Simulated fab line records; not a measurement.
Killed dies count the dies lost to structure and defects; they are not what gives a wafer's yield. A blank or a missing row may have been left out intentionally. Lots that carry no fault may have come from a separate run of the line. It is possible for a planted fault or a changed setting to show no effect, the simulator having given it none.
Struck lot and sound lot, side by side	flow n5-finfet	39 out of 1938 route steps
Sound: wafers L762.1, L762.3, L762.4. Struck: wafer L770.1; the same lot's L770.5 was not struck, so it is left out; see the end for the cause.
For every step that has rows: the tool of each side, followed by ch and its chambers, followed by its first start. Under that, the readings that differ: sound wafers	struck wafers	difference of the means	sigmas: that difference in standard deviations of wafers without a fault.
alike: same words and numbers on both sides, and readings whose means sit less than 2 such deviations apart. not compared: any withheld reading, any reading some wafer has no value for, any bound like >300 that may hide the same value, and any number with overlapping values for which the record gives no deviation.
A row with sigmas, a row that says differs or no value, or rows on one side alone: a step with any of these is where the two part. Numbers that don't overlap but have no deviation are shown without sigmas and don't part them. Lack of a reading on every wafer of one side parts them only where that side has two or more wafers.

first, 11 steps without rows for these wafers: N5_BEOL_M4_STRIP_65 (strips in N2/H2); N5_BEOL_M4_STRIP_75 (strips in N2/H2); N5_BEOL_M4_STRIP_66 (strips in CF4); N5_BEOL_M4_HM_OPEN_17 (chemistry Cl2/BCl3, target TiN, target depth 20 nm, overetch 6 nm); N5_BEOL_M4_STRIP_19 (strips in O2); N5_BEOL_M4_COAT_67 (time 60 s, resist thk 60 nm); N5_BEOL_M4_COAT_68 (time 60 s, resist thk 12 nm); N5_BEOL_M4_COAT_76 (time 60 s, resist thk 5 nm); N5_BEOL_M4_COAT_22 (resist thk 30 nm); N5_BEOL_M4_EBR_24; N5_BEOL_M4_SOFTBAKE_23 (time 60 s).
N5_BEOL_M4_EXPOSE_25: exposes mask V3, defocus 5 nm.
  sound on euv-scanner-02 ch 0, day 9 01:37; struck on euv-scanner-02 ch 0, day 11 15:37
  alike: mask, exposure-dose-mJ-cm2
then, 2 steps without rows for these wafers: N5_BEOL_M4_PEB_26 (peb time 60 s); N5_BEOL_M4_DEVELOP_27 (develop time 30 s).
N5_BEOL_M4_CD_MEAS_28: target cd 26.2 nm, target cd y 24.1 nm.
  sound on cd-sem-03 ch 0, day 9 01:45; struck on cd-sem-01 ch 0, day 11 15:46
reading	sound	struck	difference	sigmas
cd-nm (nm)	25.88 26.46 26.02	18.28	-7.84	-34
then, 22 steps without rows for these wafers: N5_BEOL_M4_DESCUM_33 (chemistry O2, time 7 s); N5_BEOL_M4_ETCH_77 (etches underlayer in N2/H2, target depth 6.5 nm, time 5.2 s); N5_BEOL_M4_ETCH_69 (etches SiARC in CF4, target depth 15.6 nm, time 26 s); N5_BEOL_M4_ALD_98 (deposits SiO2, target thk 2.5 nm, pulse time 1 s, co reactant pulse time 1 s); N5_BEOL_M4_ETCHBACK_99 (etches SiO2 in CHF3, target depth 5 nm, time 10.4 s); N5_BEOL_M4_ETCH_70 (etches SOC in N2/H2, target depth 80 nm, overetch 24 nm, time 130 s); N5_BEOL_M4_STRIP_71 (strips in N2/H2); N5_BEOL_M4_STRIP_78 (strips in N2/H2); N5_BEOL_M4_VIA_ETCH_34 (etches the open film in C4F6/O2, target depth 69.4 nm, time 65.9 s); N5_BEOL_M4_STRIP_83 (strips in C4F6/O2); N5_BEOL_M4_STRIP_36 (strips in N2/H2); N5_BEOL_M4_TRENCH_ETCH_37 (etches SiOC in C4F6/O2, target depth 55.555 nm, time 29.2 s); N5_BEOL_M4_ETCH_41 (etches SiCN in CH3F/O2, target depth 29.9 nm, time 52.5 s); N5_BEOL_M4_STRIP_97 (strips in N2/H2, time 10 s); N5_BEOL_M4_HM_STRIP_39 (strips TiN in peroxide tin strip, target depth 25 nm, time 158 s); N5_BEOL_M4_SRD_40 (time 30 s); N5_BEOL_M4_PRECLEAN_42 (cleans in residue remover, time 60 s); N5_BEOL_M4_SRD_43 (time 30 s); N5_BEOL_M4_DEGAS_44 (time 60 s); N5_BEOL_M4_PRE_CLEAN_45 (time 30 s); N5_BEOL_M4_ALD_84 (deposits TaN, pulse time 2 s, purge time 3 s, co reactant purge time 2 s); N5_BEOL_M4_SURFACE_TREAT_85.
N5_BEOL_M4_RC_MEAS_101:
  the record has rows for the sound wafers here (prober-02 ch 0, day 9 14:12) and none for the struck ones
-- the record jumps here: 5 days lie between the struck wafers' starts before and after (it left off in module BEOL_M4 and takes up again in module PASSIVATION, whose first step shown is number 1936 of the route) --
N5_PASSIVATION_PROBE_49:
  sound: prober-01 at day 14 03:42; struck: prober-01 at day 16 12:00
reading	sound	struck	difference	sigmas
defect-limited-yield (%)	91.2 92.9 90.5	0	-92	-65
killed_at_M4_up	11 10 9	1082	+1072	+99 or more
killed-dies	104 84 112	1180	+1080	+68
killed-on-rim	19 12 17	152	+136	+35
sort_bin_5_function (%)	4.4 3.7 4.7	6.9	+2.6	+3
sort-n-pass	1076 1096 1068	0	-1080	-68
sort-yield-pct (%)	91.2 92.9 90.5	0	-92	-65
  alike: killed_at_M0_to_M3, killed-at-contacts, killed-at-front-end, killed-at-other, killed-open, killed-short, sort_bin_6_memory

## WHERE THEY PART
First at N5_BEOL_M4_CD_MEAS_28; last, within this record, at N5_PASSIVATION_PROBE_49.

WHY: whatever the simulator had introduced
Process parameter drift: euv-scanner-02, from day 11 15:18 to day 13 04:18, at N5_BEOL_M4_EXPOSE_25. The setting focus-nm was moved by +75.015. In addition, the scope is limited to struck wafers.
